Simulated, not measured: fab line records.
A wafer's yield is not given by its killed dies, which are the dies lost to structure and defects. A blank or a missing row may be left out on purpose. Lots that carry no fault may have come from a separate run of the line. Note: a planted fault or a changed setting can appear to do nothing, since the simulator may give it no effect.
Chamber matching / flow n5-finfet / N5_BEOL_M3_STRIP_66 on rie-diel-01 has 4 sister chambers
The step strips in CF4. 4 wafers are shown with their chamber, then 12 later ones without.

## EACH WAFER AND ITS CHAMBER
wafer=L083.5; chamber=3; showerhead-plenum-p-Torr (Torr)=1.85
wafer=L090.1; chamber=2; showerhead-plenum-p-Torr (Torr)=1.75
wafer=L090.2; chamber=0; showerhead-plenum-p-Torr (Torr)=1.90
wafer=L090.6; chamber=1; showerhead-plenum-p-Torr (Torr)=1.70

## WAFERS MISSING THEIR CHAMBER
wafer=L091.2; showerhead-plenum-p-Torr (Torr)=1.75
wafer=L091.3; showerhead-plenum-p-Torr (Torr)=1.85
wafer=L091.4; showerhead-plenum-p-Torr (Torr)=1.90
wafer=L092.2; showerhead-plenum-p-Torr (Torr)=1.75
wafer=L092.4; showerhead-plenum-p-Torr (Torr)=1.85
wafer=L092.6; showerhead-plenum-p-Torr (Torr)=1.85
wafer=L093.1; showerhead-plenum-p-Torr (Torr)=1.70
wafer=L093.5; showerhead-plenum-p-Torr (Torr)=1.90
wafer=L093.6; showerhead-plenum-p-Torr (Torr)=1.70
wafer=L095.1; showerhead-plenum-p-Torr (Torr)=1.70
wafer=L095.2; showerhead-plenum-p-Torr (Torr)=1.74
wafer=L095.4; showerhead-plenum-p-Torr (Torr)=1.84

## CHAMBER TAKEN BY EACH
wafer=L091.2; from the rows above=2; in truth=2
wafer=L091.3; from the rows above=3; in truth=3
wafer=L091.4; from the rows above=0; in truth=0
wafer=L092.2; from the rows above=2; in truth=2
wafer=L092.4; from the rows above=3; in truth=3
wafer=L092.6; from the rows above=3; in truth=3
wafer=L093.1; from the rows above=1; in truth=1
wafer=L093.5; from the rows above=0; in truth=0
wafer=L093.6; from the rows above=1; in truth=1
wafer=L095.1; from the rows above=1; in truth=1
wafer=L095.2; from the rows above=2; in truth=2
wafer=L095.4; from the rows above=3; in truth=3
Correct placement for 12 of the 12. Number that these rows cannot place: 0. 0 placed wrongly.
How it was worked out, from the rows above alone: a wafer's distance from a chamber is the root of the sum, over the readings, of the square of ((its reading less the chamber's mean) divided by the reading's scatter). The wafer belongs to the nearest chamber; if the next one is less than 2 further off, it can't be placed. Each chamber's mean is taken over the wafers shown for it. The scatter: with one shown wafer a chamber, the root of the mean of the squares of how far each hidden wafer lies from its nearest shown one.
